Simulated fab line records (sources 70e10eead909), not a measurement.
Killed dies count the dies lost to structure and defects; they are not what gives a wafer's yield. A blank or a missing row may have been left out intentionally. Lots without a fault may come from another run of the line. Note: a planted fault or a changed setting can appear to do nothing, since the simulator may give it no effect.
fab line records    flow nand-harc
record: lots: 6  wafers: 18  last-day: 32
route steps=1302 shown A_STAIRCASE@886 A_SGD_CUT@890 A_SLIT@922 A_BLC@1120 END@1302
lots untouched by any fault: they come from a run of this same line in which no faults occurred
start-h: start of the lot's first displayed wafer, in hours after the record's first day    wait-h: hours from the lot's prior step to this one    " identical to the entry in the row above    L1.1+2: a single row standing in for several wafers    - no value, or no start given    * or withheld: withheld    < > ~ a bound
route shown NAME@n: names a module that has steps shown in the file, with the first one's number in the route    usual: mean/standard deviation of fault-free wafers    same: alike in all rows    chamber/n: place in a boat    sites: each site's reading    _std_site: the standard deviation of these    _edge_site: the outer-site mean with the inner-site mean subtracted    radius-mm: for every site, how far away it sits from the centre of the wafer    mask NAME#n: copy n    behind: the last tool/chamber to shape the wafer    hold: why the lot went on hold/how many hours it stayed there/how the hold came to an end    device: transistor that didn't switch, given as n, p or np    end of line: at the end of the route, the tests of the same wafers    step lacking rows: just its recipe    killed: not the wafer's yield, but the dies lost to structure and defects at the first sort    map: dies across one wafer; x = killed, . = not, _ = none there
set.NAME: the setting that was run; set.NAME@STEP: the one run at that earlier step    model.NAME: the simulator's own value behind a step, which no gauge read
a table for each step, a row for each wafer; lots at some steps of the route
services: when a tool's chamber went out of use (start-h, in hours from the record's first day, below 0 if earlier), for how many hours, and the reason
== steps ==
step: NHARC_A_STAIRCASE_CMP_472
recipe: material: SiO2
step: NHARC_A_STAIRCASE_SRD_474
step: NHARC_A_STAIRCASE_INSPECT_155
usual: raw-defect-count: 409/130
lot.wafer  tool               chamber  start-h  wait-h  raw-defect-count
L659.2     defect-inspect-01  -        534.85   0.1     865
L659.4     "                  -        "        "       459
L659.5     "                  -        "        "       578
L660.1     defect-inspect-01  -        552.64   0.1     356
L660.5     "                  -        "        "       508
L660.6     "                  -        "        "       462
L664.4     defect-inspect-02  -        609.50   0.1     396
L664.5     "                  -        "        "       433
L664.6     "                  -        "        "       349
L667.1     defect-inspect-01  -        624.04   0.1     324
L667.4     "                  -        "        "       438
L667.6     "                  -        "        "       348
L669.1     defect-inspect-02  -        640.96   0.1     484
L669.2     "                  -        "        "       343
L669.4     "                  -        "        "       388
L668.2     defect-inspect-01  -        641.11   0.1     421
L668.5     "                  -        "        "       321
L668.6     "                  -        "        "       329
step: NHARC_A_SGD_CUT_DEP_00
recipe: target-thk-a: 500  temp-c: 400  target-thk-nm: 50  flow-sccm: 200  rf-w: 450  material: SiNx
step: NHARC_A_SGD_CUT_DEHYDRATE_01
recipe: temp-c: 150  time-s: 120
step: NHARC_A_SGD_CUT_HMDS_02
recipe: time-s: 30
step: NHARC_A_SGD_CUT_COAT_56
recipe: temp-c: 260  time-s: 75
step: NHARC_A_SGD_CUT_COAT_57
recipe: temp-c: 225  time-s: 65
step: NHARC_A_SGD_CUT_COAT_03
recipe: spin-rpm: 1500  resist-thk-nm: 90
step: NHARC_A_SGD_CUT_SOFTBAKE_04
recipe: temp-c: 105  time-s: 55
step: NHARC_A_SGD_CUT_EBR_05
step: NHARC_A_SGD_CUT_EXPOSE_06
recipe: na: 1.35  dose-mj: 85.59  mask-id: SGD
usual: exposure-dose-mJ-cm2: 85.47/0.096
lot.wafer  tool             chamber  start-h  wait-h  mask   exposure-dose-mJ-cm2
L659.2     arfi-scanner-03  0        535.51   -       SGD#0  85.63
L659.4     "                0        "        "       SGD#0  85.63
L659.5     "                0        "        "       SGD#0  85.70
L660.1     arfi-scanner-02  0        553.29   -       SGD#0  85.40
L660.5     "                0        "        "       SGD#0  85.51
L660.6     "                0        "        "       SGD#0  85.47
L664.4     arfi-scanner-03  0        610.16   -       SGD#0  85.36
L664.5     "                0        "        "       SGD#0  85.49
L664.6     "                0        "        "       SGD#0  85.45
L667.1     arfi-scanner-02  0        624.69   -       SGD#0  111.08
L667.4     "                0        "        "       SGD#0  110.92
L667.6     "                0        "        "       SGD#0  111.00
L669.1     arfi-scanner-02  0        641.61   -       SGD#0  105.90
L669.2     "                0        "        "       SGD#0  105.88
L669.4     "                0        "        "       SGD#0  105.95
L668.2     arfi-scanner-03  0        641.77   -       SGD#0  85.39
L668.5     "                0        "        "       SGD#0  85.38
L668.6     "                0        "        "       SGD#0  85.36
step: NHARC_A_SGD_CUT_PEB_07
recipe: peb-temp-c: 100  peb-time-s: 65
step: NHARC_A_SGD_CUT_DEVELOP_08
recipe: develop-time-s: 35  dev-temp-c: 23
step: NHARC_A_SGD_CUT_CD_MEAS_09
recipe: target-cd-nm: 100  landing-energy-ev: 500
usual: cd-nm: 100.2/0.72
lot.wafer  tool       chamber  start-h  wait-h  cd-nm
L659.2     cd-sem-01  0        535.65   -       99.7
L659.4     "          0        "        "       100.2
L659.5     "          0        "        "       100.0
L660.1     cd-sem-01  0        553.43   -       100.0
L660.5     "          0        "        "       99.4
L660.6     "          0        "        "       99.6
L664.4     cd-sem-01  0        610.30   -       99.5
L664.5     "          0        "        "       100.6
L664.6     "          0        "        "       99.5
L667.1     cd-sem-02  0        624.83   -       120.0
L667.4     "          0        "        "       120.3
L667.6     "          0        "        "       120.6
L669.1     cd-sem-01  0        641.75   -       117.9
L669.2     "          0        "        "       117.4
L669.4     "          0        "        "       117.8
L668.2     cd-sem-01  0        641.91   -       100.3
L668.5     "          0        "        "       101.0
L668.6     "          0        "        "       100.1
step: NHARC_A_SGD_CUT_OVL_MEAS_10
usual: overlay-x-nm: 0.1/0.92  overlay-y-nm: 0.1/0.83
lot.wafer  tool        chamber  start-h  wait-h  overlay-x-nm  overlay-y-nm
L659.2     overlay-01  -        535.75   -       0.3           0.3
L659.4     "           -        "        "       0.2           0.3
L659.5     "           -        "        "       0.5           0.1
L660.1     overlay-01  -        553.53   -       0.9           1.2
L660.5     "           -        "        "       0.2           0.9
L660.6     "           -        "        "       0.8           1.4
L664.4     overlay-02  -        610.38   -       -0.4          0.9
L664.5     "           -        "        "       0.1           0.8
L664.6     "           -        "        "       0.2           1.2
L667.1     overlay-01  -        624.92   -       -1.1          1.2
L667.4     "           -        "        "       -0.6          1.2
L667.6     "           -        "        "       -0.2          1.1
L669.1     overlay-01  -        641.84   -       1.0           -0.1
L669.2     "           -        "        "       1.3           0.8
L669.4     "           -        "        "       1.5           1.0
L668.2     overlay-02  -        641.99   -       -0.9          -0.5
L668.5     "           -        "        "       -1.9          0.6
L668.6     "           -        "        "       -1.0          0.0
step: NHARC_A_SGD_CUT_INSPECT_11
usual: raw-defect-count: 57/35
lot.wafer  tool               chamber  start-h  wait-h  raw-defect-count
L659.2     defect-inspect-02  -        535.78   0.0     20
L659.4     "                  -        "        "       16
L659.5     "                  -        "        "       14
L660.1     defect-inspect-01  -        553.57   0.0     32
L660.5     "                  -        "        "       41
L660.6     "                  -        "        "       38
L664.4     defect-inspect-01  -        610.42   0.0     60
L664.5     "                  -        "        "       49
L664.6     "                  -        "        "       57
L667.1     defect-inspect-01  -        624.95   0.0     99
L667.4     "                  -        "        "       94
L667.6     "                  -        "        "       85
L669.1     defect-inspect-02  -        641.88   0.0     28
L669.2     "                  -        "        "       25
L669.4     "                  -        "        "       23
L668.2     defect-inspect-02  -        642.03   0.0     70
L668.5     "                  -        "        "       72
L668.6     "                  -        "        "       85
step: NHARC_A_SGD_CUT_DESCUM_14
recipe: time-s: 3  o2-flow-sccm: 200  ar-flow-sccm: 0  bias-power-w: 0  chemistry: O2
usual: drypump-motor-current-A: 5.7/0.35  oes-product-au: 1.003/0.015  rf-vpp-V: 57.8/0.9  showerhead-plenum-p-Torr: 1.89/0.074  throttle-valve-pct: 11.312/0.0093
same: bias-power-w: 0
lot.wafer  tool         chamber  start-h  wait-h  drypump-motor-current-A  oes-product-au  rf-hours-counter-h  rf-vpp-V  showerhead-plenum-p-Torr  throttle-valve-pct
L659.4     rie-diel-05  3        535.85   0.1     5.4                      0.985           5                   56.6      1.78                      11.323
L659.2     "            0        "        "       6.0                      0.979           5                   57.7      1.90                      11.317
L659.5     "            3        "        "       5.5                      0.982           -                   57.5      1.78                      11.311
L660.1     rie-diel-04  1        553.65   0.1     5.8                      0.998           1                   57.7      1.98                      11.304
L660.6     "            3        "        "       6.4                      1.001           -                   57.4      1.89                      11.317
L660.5     "            0        "        "       5.6                      0.992           -                   58.3      1.82                      11.314
L664.4     rie-diel-04  0        610.48   0.1     5.6                      0.996           4                   56.3      1.82                      11.291
L664.5     "            0        "        "       5.6                      1.000           -                   58.7      1.82                      11.314
L664.6     "            1        "        "       5.8                      0.997           -                   59.0      1.98                      11.316
L667.4     rie-diel-07  1        625.01   0.1     5.3                      0.997           11                  59.1      1.90                      11.317
L667.1     "            0        "        "       5.0                      1.028           10                  58.7      2.00                      11.318
L667.6     "            1        "        "       5.3                      0.999           -                   57.5      1.90                      11.323
L669.4     rie-diel-05  2        641.95   0.1     5.6                      1.018           2                   57.4      1.98                      11.332
L669.1     "            3        "        "       5.5                      1.000           2                   58.1      1.78                      11.313
L669.2     "            0        "        "       6.0                      0.990           2                   58.9      1.89                      11.325
L668.2     rie-diel-07  3        642.09   0.1     5.8                      1.026           13                  57.2      1.78                      11.313
L668.5     "            3        "        "       5.8                      1.021           -                   57.6      1.78                      11.304
L668.6     "            0        "        "       5.0                      1.023           -                   56.4      2.00                      11.327
step: NHARC_A_SGD_CUT_ETCH_58
recipe: target-depth-a: 390  over-etch-frac: 0.3  time-s: 65  ion-energy-ev: 80  cf4-flow-sccm: 150  ar-flow-sccm: 0  rf-w: 300  bias-w: 100  chemistry: CF4
usual: drypump-motor-current-A: 5.7/0.33  oes-product-au: 1.002/0.015  rf-vpp-V: 150.9/1.1  showerhead-plenum-p-Torr: 1.75/0.061  throttle-valve-pct: 13.284/0.0088
lot.wafer  tool         chamber  start-h  wait-h  drypump-motor-current-A  oes-product-au  rf-hours-counter-h  rf-vpp-V  showerhead-plenum-p-Torr  throttle-valve-pct
L659.2     rie-diel-05  2        536.08   0.2     5.6                      0.981           7                   153.2     1.83                      13.291
L659.4     "            3        "        "       5.5                      0.995           5                   149.7     1.65                      13.284
L659.5     "            2        "        "       5.6                      0.997           -                   150.6     1.83                      13.288
L660.1     rie-diel-04  3        553.73   0.1     6.4                      1.011           1                   150.2     1.75                      13.276
L660.6     "            0        "        "       5.6                      0.981           -                   150.1     1.69                      13.284
L660.5     "            1        "        "       5.7                      0.993           -                   154.2     1.83                      13.271
L664.4     rie-diel-04  2        610.56   0.1     6.0                      1.001           4                   151.8     1.77                      13.282
L664.5     "            2        "        "       5.9                      0.996           -                   149.6     1.77                      13.288
L664.6     "            3        "        "       6.4                      1.022           -                   152.1     1.75                      13.298
L667.1     rie-diel-07  1        625.11   0.1     5.4                      0.995           11                  151.6     1.76                      13.290
L667.4     "            2        "        "       5.8                      1.029           10                  151.0     1.70                      13.284
L667.6     "            0        "        "       5.1                      1.013           -                   150.4     1.85                      13.270
L669.1     rie-diel-05  2        642.02   0.1     5.6                      1.015           2                   151.2     1.83                      13.267
L669.4     "            3        "        "       5.4                      1.008           2                   148.3     1.65                      13.284
L669.2     "            1        "        "       6.0                      0.998           2                   151.6     1.74                      13.282
L668.2     rie-diel-07  2        642.18   0.1     5.8                      1.031           13                  151.9     1.70                      13.279
L668.6     "            1        "        "       5.3                      0.998           -                   152.3     1.75                      13.291
L668.5     "            2        "        "       5.8                      1.023           -                   151.4     1.70                      13.280
step: NHARC_A_SGD_CUT_ETCH_59
recipe: target-depth-a: 2600  over-etch-frac: 0.25  time-s: 406.25  ion-energy-ev: 200  n2-flow-sccm: 150  h2-flow-sccm: 150  ar-flow-sccm: 0  rf-w: 400  bias-w: 150  chemistry: N2/H2
step: NHARC_A_SGD_CUT_ETCH_15
recipe: target-depth-a: 750  time-s: 64.3  ch3f-flow-sccm: 50  o2-flow-sccm: 30  ar-flow-sccm: 200  rf-w: 500  bias-w: 100  chemistry: CH3F/O2
step: NHARC_A_SGD_CUT_ETCH_16
recipe: target-depth-a: 3105  time-s: 155.2  c4f8-flow-sccm: withheld  o2-flow-sccm: 8  ar-flow-sccm: withheld  rf-w: 600  bias-w: 800  chemistry: C4F8/O2/Ar
usual: oes-product-au: 0.974/0.018  rf-vpp-V: 722/3.7
lot.wafer  tool         chamber  start-h  wait-h  oes-product-au  rf-hours-counter-h  rf-vpp-V
L659.4     rie-diel-05  2        -        -       0.965           7                   725
L659.2     "            3        "        "       0.962           5                   717
L659.5     "            2        "        "       0.972           -                   727
L660.1     rie-diel-04  2        -        -       1.004           2                   723
L660.6     "            1        "        "       0.983           -                   727
L660.5     "            2        "        "       0.994           -                   724
L664.4     rie-diel-04  2        -        -       0.977           4                   722
L664.5     "            0        "        "       0.974           -                   718
L664.6     "            1        "        "       0.983           -                   726
L667.4     rie-diel-07  0        -        -       1.005           11                  727
L667.1     "            1        "        "       0.971           11                  723
L667.6     "            2        "        "       0.996           -                   720
L669.1     rie-diel-05  1        -        -       0.913           3                   721
L669.2     "            2        "        "       0.949           3                   728
L669.4     "            0        "        "       0.938           3                   723
L668.2     rie-diel-07  2        -        -       1.005           13                  718
L668.5     "            3        "        "       0.981           -                   716
L668.6     "            0        "        "       0.993           -                   730
step: NHARC_A_SGD_CUT_STRIP_60
recipe: c4f8-flow-sccm: withheld  o2-flow-sccm: 8  ar-flow-sccm: withheld  bias-w: 0  chemistry: C4F8/O2/Ar
step: NHARC_A_SGD_CUT_STRIP_17
recipe: o2-flow-sccm: 500  ar-flow-sccm: 0  bias-w: 0  chemistry: O2
step: NHARC_A_SGD_CUT_PRECLEAN_18
recipe: time-s: *  temp-c: 50  bath-age-min: 0  chemistry: SC1
step: NHARC_A_SGD_CUT_SRD_19
step: NHARC_A_SGD_CUT_DEP_20
recipe: target-thk-a: 1500  temp-c: 65  material: SiO2
step: NHARC_A_SGD_CUT_ANNEAL_27
recipe: temp-c: 450  time-s: 1800
step: NHARC_A_SGD_CUT_CMP_21
recipe: target-thk-nm: 148.19
step: NHARC_A_SGD_CUT_THK_MEAS_22
recipe: thk-meas-gauge: ellipsometry
usual: thk-nm: 148.3/1.6
lot.wafer  tool           chamber  start-h  wait-h  thk-nm
L659.2     film-metro-02  -        541.92   0.2     150.2
L659.4     "              -        "        "       149.4
L659.5     "              -        "        "       149.8
L660.1     film-metro-02  -        561.47   0.2     148.7
L660.5     "              -        "        "       145.7
L660.6     "              -        "        "       148.8
L664.4     film-metro-02  -        616.40   0.2     149.1
L664.5     "              -        "        "       146.6
L664.6     "              -        "        "       150.1
L667.1     film-metro-02  -        633.03   0.2     148.1
L667.4     "              -        "        "       146.8
L667.6     "              -        "        "       149.4
L669.1     film-metro-02  -        650.85   0.2     148.0
L669.2     "              -        "        "       149.0
L669.4     "              -        "        "       150.1
L668.2     film-metro-01  -        650.85   0.2     151.0
L668.5     "              -        "        "       148.6
L668.6     "              -        "        "       150.4
step: NHARC_A_SGD_CUT_SRD_23
step: NHARC_A_SGD_CUT_ETCH_26
recipe: target-depth-a: 458  chemistry: dHF  material: SiO2
step: NHARC_A_SGD_CUT_ETCHBACK_24
recipe: target-depth-a: 500  over-etch-frac: 0.3  time-s: 92.857  ion-energy-ev: 120  ch3f-flow-sccm: 50  o2-flow-sccm: 30  ar-flow-sccm: 200  rf-w: 500  bias-w: 100  chemistry: CH3F/O2
usual: drypump-motor-current-A: 5.8/0.34  oes-product-au: 0.98/0.038  rf-vpp-V: 244.2/1.5  showerhead-plenum-p-Torr: 2.44/0.081  throttle-valve-pct: 20.663/0.0086
lot.wafer  tool         chamber  start-h  wait-h  drypump-motor-current-A  oes-product-au  rf-hours-counter-h  rf-vpp-V  showerhead-plenum-p-Torr  throttle-valve-pct
L659.2     rie-diel-04  0        542.18   0.2     5.6                      1.00            0                   243.4     2.34                      20.666
L659.5     "            2        "        "       5.9                      1.00            -                   241.2     2.46                      20.647
L659.4     "            3        "        "       6.4                      1.03            -                   244.6     2.44                      20.666
L660.1     rie-diel-07  1        561.74   0.2     5.4                      1.00            6                   246.2     2.44                      20.666
L660.5     "            2        "        "       5.8                      1.03            -                   243.2     2.37                      20.661
L660.6     "            3        "        "       5.8                      1.02            -                   241.7     2.30                      20.673
L664.4     rie-diel-07  3        616.67   0.2     5.8                      1.02            -                   243.1     2.30                      20.659
L664.5     "            0        "        "       5.1                      1.04            -                   247.1     2.57                      20.658
L664.6     "            1        "        "       5.3                      1.01            -                   245.3     2.44                      20.673
L667.4     rie-diel-04  0        633.25   0.2     5.6                      0.99            5                   242.8     2.34                      20.674
L667.1     "            1        "        "       5.7                      1.00            5                   245.7     2.54                      20.660
L667.6     "            1        "        "       5.8                      0.99            -                   245.7     2.55                      20.652
L669.1     rie-diel-04  2        651.07   0.1     5.9                      1.00            6                   244.4     2.46                      20.667
L669.2     "            3        "        "       6.4                      1.00            7                   243.9     2.43                      20.668
L669.4     "            1        "        "       5.8                      0.99            7                   245.6     2.54                      20.674
L668.2     rie-diel-05  2        651.08   0.1     5.6                      1.01            3                   246.2     2.54                      20.676
L668.5     "            0        "        "       6.0                      0.99            -                   243.2     2.44                      20.679
L668.6     "            1        "        "       5.9                      0.98            -                   243.9     2.42                      20.669
step: NHARC_A_SGD_CUT_STRIP_28
recipe: time-s: 20  o2-flow-sccm: 500  ar-flow-sccm: 0  bias-w: 0  chemistry: O2
step: NHARC_A_SGD_CUT_INSPECT_25
usual: raw-defect-count: 360/77
lot.wafer  tool               chamber  start-h  wait-h  raw-defect-count
L659.2     defect-inspect-02  -        542.42   -       320
L659.4     "                  -        "        "       238
L659.5     "                  -        "        "       264
L660.1     defect-inspect-02  -        561.94   -       293
L660.5     "                  -        "        "       329
L660.6     "                  -        "        "       283
L664.4     defect-inspect-02  -        616.89   -       344
L664.5     "                  -        "        "       385
L664.6     "                  -        "        "       331
L667.1     defect-inspect-01  -        633.49   -       372
L667.4     "                  -        "        "       410
L667.6     "                  -        "        "       374
L669.1     defect-inspect-02  -        651.32   -       503
L669.2     "                  -        "        "       347
L669.4     "                  -        "        "       430
L668.2     defect-inspect-01  -        651.37   -       402
L668.5     "                  -        "        "       329
L668.6     "                  -        "        "       386
step: NHARC_A_SLIT_DEP_25
recipe: target-thk-a: 2000  temp-c: 400  pressure-torr: 6.5  rf-w: 900  teos-flow-sccm: 161.4  flow-sccm: 2650  target-thk-nm: 200  gas: O2  material: SiO2
step: NHARC_A_SLIT_DEP_00
recipe: target-thk-a: 62000  temp-c: 400  material: aC
step: NHARC_A_SLIT_DEP_23
recipe: target-thk-a: 1000  target-thk-nm: 100  temp-c: 400  pressure-torr: 3.5  flow-sccm: 200  rf-w: 350  material: SiON
usual: heater-power-w: 769/97
lot.wafer  tool      chamber  start-h  wait-h  heater-power-w
L659.2     pecvd-02  2        548.36   2.6     873
L659.4     "         1        "        "       652
L659.5     "         2        "        "       684
L660.1     pecvd-04  2        572.70   3.2     725
L660.5     "         0        "        "       955
L660.6     "         2        "        "       578
L664.6     pecvd-04  1        621.44   0.1     860
L664.4     "         2        "        "       679
L664.5     "         0        "        "       886
L667.1     pecvd-02  2        638.20   3.2     822
L667.6     "         1        "        "       730
L667.4     "         0        "        "       895
L669.1     pecvd-01  1        655.53   3.2     555
L669.2     "         2        "        "       800
L669.4     "         0        "        "       709
L668.2     pecvd-04  2        655.73   2.5     725
L668.5     "         2        "        "       752
L668.6     "         1        "        "       734
step: NHARC_A_SLIT_DEHYDRATE_01
recipe: temp-c: 150  time-s: 120
step: NHARC_A_SLIT_HMDS_02
recipe: time-s: 30
step: NHARC_A_SLIT_COAT_03
recipe: spin-rpm: 1500  resist-thk-nm: 90
step: NHARC_A_BLC_DESCUM_15
recipe: time-s: 3  o2-flow-sccm: 200  ar-flow-sccm: 0  bias-power-w: 0  chemistry: O2
usual: drypump-motor-current-A: 5.7/0.36  oes-product-au: 1.007/0.015  rf-vpp-V: 57.7/0.85  showerhead-plenum-p-Torr: 1.88/0.079  throttle-valve-pct: 11.310/0.0089
same: bias-power-w: 0
lot.wafer  tool         chamber  start-h  wait-h  drypump-motor-current-A  oes-product-au  rf-hours-counter-h  rf-vpp-V  showerhead-plenum-p-Torr  throttle-valve-pct  model.A_BLC.cd-nm
L659.4     rie-diel-02  1        611.99   0.1     6.0                      1.000           8                   58.5      2.02                      11.345              98.76
L659.2     "            2        "        "       5.6                      0.964           10                  57.0      1.78                      11.303              101.4
L659.5     "            0        "        "       5.6                      1.001           -                   57.8      1.81                      11.309              98.91
L660.1     rie-diel-07  2        644.32   0.1     5.8                      1.025           13                  58.1      1.84                      11.293              99.82
L660.5     "            1        "        "       5.3                      0.995           -                   57.8      1.90                      11.312              99.76
L660.6     "            2        "        "       5.7                      1.020           -                   56.8      1.84                      11.303              101.2
L664.4     rie-diel-07  3        687.12   0.1     5.8                      1.019           2                   57.4      1.78                      11.314              101.5
L664.6     "            0        "        "       5.0                      0.994           -                   57.6      2.00                      11.312              98.09
L664.5     "            1        "        "       5.3                      1.008           -                   58.6      1.90                      11.320              99.02
L667.1     rie-diel-04  0        706.70   0.1     5.6                      1.001           9                   57.5      1.82                      11.307              99.99
L667.4     "            2        "        "       6.0                      1.012           8                   58.3      1.91                      11.313              100.4
L667.6     "            3        "        "       6.4                      1.033           -                   57.5      1.89                      11.333              99.92
L668.2     rie-diel-07  2        721.19   0.1     5.8                      1.009           5                   58.2      1.84                      11.307              99.99
L668.5     "            3        "        "       5.8                      1.021           -                   57.0      1.78                      11.307              101.5
L668.6     "            0        "        "       5.1                      0.988           -                   57.5      2.00                      11.325              99.98
L669.1     rie-diel-07  3        722.84   0.1     5.8                      1.016           6                   56.6      1.78                      11.304              98.49
L669.4     "            0        "        "       5.1                      0.993           5                   57.4      2.00                      11.312              97
L669.2     "            1        "        "       5.3                      1.015           5                   58.4      1.90                      11.314              96.8
step: NHARC_A_BLC_ETCH_17
recipe: target-depth-a: 3900  over-etch-frac: 0.25  time-s: 609.38  ion-energy-ev: 200  n2-flow-sccm: 150  h2-flow-sccm: 150  ar-flow-sccm: 0  rf-w: 400  bias-w: 150  chemistry: N2/H2
usual: drypump-motor-current-A: 5.7/0.34  oes-product-au: 1.009/0.015  rf-vpp-V: 429.7/2.6  showerhead-plenum-p-Torr: 2.01/0.089  throttle-valve-pct: 14.173/0.009
lot.wafer  tool         chamber  start-h  wait-h  drypump-motor-current-A  oes-product-au  rf-hours-counter-h  rf-vpp-V  showerhead-plenum-p-Torr  throttle-valve-pct  model.A_BLC.cd-nm
L659.4     rie-diel-02  2        -        -       5.6                      0.980           10                  426.1     1.89                      14.186              95.39
L659.2     "            3        "        "       5.6                      1.022           10                  428.9     1.95                      14.166              101
L659.5     "            2        "        "       5.6                      0.977           -                   426.1     1.90                      14.183              94.75
L660.1     rie-diel-07  0        -        -       5.1                      1.018           13                  432.7     2.14                      14.173              98.26
L660.6     "            2        "        "       5.8                      1.030           -                   427.0     1.96                      14.179              99.61
L660.5     "            3        "        "       5.8                      1.020           -                   428.3     1.90                      14.169              100.6
L664.4     rie-diel-07  3        -        -       5.8                      1.025           2                   426.1     1.90                      14.163              99.25
L664.6     "            2        "        "       5.8                      1.022           -                   428.5     1.96                      14.184              98.22
L664.5     "            3        "        "       5.8                      1.027           -                   427.0     1.90                      14.180              96.35
L667.1     rie-diel-04  3        -        -       6.4                      1.029           9                   430.4     2.02                      14.176              99
L667.4     "            0        "        "       5.6                      1.004           9                   430.3     1.93                      14.166              97.24
L667.6     "            1        "        "       5.8                      0.999           -                   433.9     2.11                      14.163              99.75
L668.2     rie-diel-07  0        -        -       5.0                      0.992           5                   432.2     2.14                      14.155              101.9
L668.5     "            0        "        "       5.0                      0.999           -                   433.5     2.14                      14.155              103
L668.6     "            1        "        "       5.3                      1.014           -                   430.3     2.02                      14.179              103
L669.2     rie-diel-07  3        -        -       5.8                      1.020           6                   426.2     1.89                      14.165              95.69
L669.4     "            0        "        "       5.1                      0.990           5                   433.7     2.14                      14.174              98.34
L669.1     "            1        "        "       5.3                      1.024           5                   429.7     2.02                      14.173              100.9
step: NHARC_END_SORT_01
recipe: temp-c: 25
usual: killed-at-array: 55/22  killed-at-other: 0.9/1.2  killed-at-periphery: 3.6/2.3  killed-dies: 60/22  killed-open: 3.2/1.9  killed-short: 2.5/1.6
same: gross-dies: 677
lot.wafer  tool       chamber  start-h  wait-h  killed-at-array  killed-at-other  killed-at-periphery  killed-dies  killed-open  killed-short
L668.2     prober-02  0        772.59   2.8     67               1                4                    72           4            1
L668.5     prober-02  0        775.00   3.7     58               1                4                    63           3            5
L668.6     prober-02  0        775.81   4.0     74               0                5                    79           6            3
killed by level:class
L668.2 A_CONTACT:chamber-film-flake=15 A_CHANNEL_HOLE_D1:chamber-film-flake=14 A_CHANNEL_HOLE_D2:chamber-film-flake=14 A_SLIT:chamber-film-flake=9 A_CHANNEL_FILL_D1:chamber-film-flake=5 P_BONDPAD:chamber-film-flake=3 A_STAIRCASE:chamber-film-flake=3 A_WL_FILL:chamber-film-flake=2
L668.5 A_CHANNEL_HOLE_D2:chamber-film-flake=17 A_SLIT:chamber-film-flake=12 A_CONTACT:chamber-film-flake=8 A_CHANNEL_HOLE_D1:chamber-film-flake=5 P_BONDPAD:chamber-film-flake=4 A_CHANNEL_FILL_D1:chamber-film-flake=3 A_WL_FILL:chamber-film-flake=3 A_WL_FILL:geometric-particle:short=2
L668.6 A_CHANNEL_HOLE_D2:chamber-film-flake=34 A_CHANNEL_HOLE_D1:chamber-film-flake=14 A_CONTACT:chamber-film-flake=9 A_CHANNEL_FILL_D1:geometric-particle:open=3 P_BONDPAD:chamber-film-flake=3 A_CHANNEL_FILL_D2:chamber-film-flake=3 A_SLIT:chamber-film-flake=3 P_CONTACT:geometric-particle:open=2
== services ==
tool             chamber  start-h  hours  kind
rie-diel-07      -        514.60   0.6    repair
rie-diel-04      0        515.16   2.3    repair
rie-diel-05      0        524.36   6.7    repair
rie-diel-04      -        531.90   9.0    pm
arfi-scanner-03  -        540.17   4.0    pm
pecvd-04         0        540.53   15.3   repair
arfi-scanner-03  -        546.50   16.7   repair
rie-diel-04      -        562.52   0.2    repair
rie-diel-05      2        570.26   6.1    repair
rie-diel-02      0        570.31   8.6    repair
pecvd-04         0        575.94   2.7    repair
rie-diel-05      -        583.73   9.0    pm
arfi-scanner-02  -        600.15   0.8    repair
rie-diel-07      2        610.49   10.9   repair
pecvd-04         -        631.03   13.0   pm
arfi-scanner-02  -        634.78   2.0    repair
rie-diel-04      2        634.84   13.5   repair
rie-diel-07      -        648.41   9.0    pm
rie-diel-05      3        649.22   3.5    repair
arfi-scanner-02  -        659.86   4.0    pm
rie-diel-05      1        689.59   38.9   repair
rie-diel-07      -        692.33   1.1    repair
rie-diel-04      -        708.90   9.0    pm
arfi-scanner-03  -        712.17   4.0    pm
== key ==
first-sign: step: NHARC_A_SGD_CUT_EXPOSE_06  reading: exposure-dose-mJ-cm2  direction: up  sigmas: 99+  usual: 85.47  struck: 108.46
effect: step: NHARC_A_SGD_CUT_CD_MEAS_09  reading: cd-nm  direction: up  sigmas: 26  usual: 100.2  struck: 119.0  through: control-loop
model-effect: step: NHARC_A_BLC_DESCUM_15  value: A_BLC.cd-nm  without: 100.7  struck: 98.77
model-effect: step: NHARC_A_BLC_ETCH_17  value: A_BLC.cd-nm  without: 100.4  struck: 98.49
met-at NHARC_A_SGD_CUT_EXPOSE_06
struck-wafers L667.1,L667.4,L667.6,L669.1,L669.2,L669.4
tester-left-out L667,L669
loop-trim: step: NHARC_A_SGD_CUT_EXPOSE_06  setting: dose  lots: L669
loop-trim: step: NHARC_A_BLC_EXPOSE_07  setting: dose  lots: L669
onset-between 553.29 624.69
fault: kind: process-parameter-drift  tool: arfi-scanner-02  chamber: -  onset-h: 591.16  steps: NHARC_A_SGD_CUT_EXPOSE_06  channel: dose-mj  offset: 25.551  shape: step  acts-in: these-recipes-only  stated: 85.59
tester-left-out: of these lots the tester's yield and bins aren't shown, on N5 and GAA mostly nor the transistor test; their killed dies are dies lost to structure and defects alone, not to doping, threshold or leakage, so they don't give the yield
loop-trim: a control loop set the setting to another value than it would have without faults
